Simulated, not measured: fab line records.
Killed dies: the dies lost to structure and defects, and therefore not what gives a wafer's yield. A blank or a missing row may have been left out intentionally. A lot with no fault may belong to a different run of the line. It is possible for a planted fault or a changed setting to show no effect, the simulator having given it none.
Matching of chambers -- flow nand-harc -- NHARC_A_CHANNEL_FILL_D1_STRIP_28 on rie-diel-02 has 4 sister chambers
The step strips in O2, time 20 s. 8 wafers are shown with their chamber, then 10 later ones without.

== EACH WAFER AND ITS CHAMBER ==
wafer,chamber,drypump-motor-current-A (A),rf-vpp-V (V)
L077.4,1,6.3,59.6
L080.5,0,5.7,57.5
L079.4,1,6.3,59.7
L083.5,3,5.1,56.7
L088.1,3,5.0,56.3
L088.4,2,4.8,57.3
L086.1,0,5.7,59.7
L086.3,2,4.8,58.3

== WAFERS WITH NO CHAMBER GIVEN ==
wafer,drypump-motor-current-A (A),rf-vpp-V (V)
L086.5,5.8,58.1
L090.1,4.8,57.1
L090.2,5.0,57.2
L090.6,4.8,57.5
L093.1,5.1,56.7
L093.2,5.7,58.2
L093.6,5.1,57.6
L096.1,4.8,57.8
L096.4,6.2,57.8
L096.5,6.2,58.1

== WHICH CHAMBER EACH WENT THROUGH ==
wafer,from the rows above,in truth
L086.5,0,0
L090.1,2,2
L090.2,3,3
L090.6,2,2
L093.1,3,3
L093.2,0,0
L093.6,3,3
L096.1,2,2
L096.4,1,1
L096.5,1,1
Placed correctly: 10 of 10. Can't be placed from these rows: 0. Placed wrongly: 0.
How it was worked out, from the rows above alone: a wafer's distance from a chamber is the root of the sum, over the readings, of the square of ((its reading less the chamber's mean) divided by the reading's scatter). If the next closest chamber is less than 2 further off than the closest, the wafer can't be placed; otherwise it belongs to the closest. For every chamber, the mean is computed from those of its wafers that are shown. The scatter is the square root of a quotient: the sum, over the shown wafers, of each reading's squared deviation from its chamber's mean, divided by wafers minus chambers.
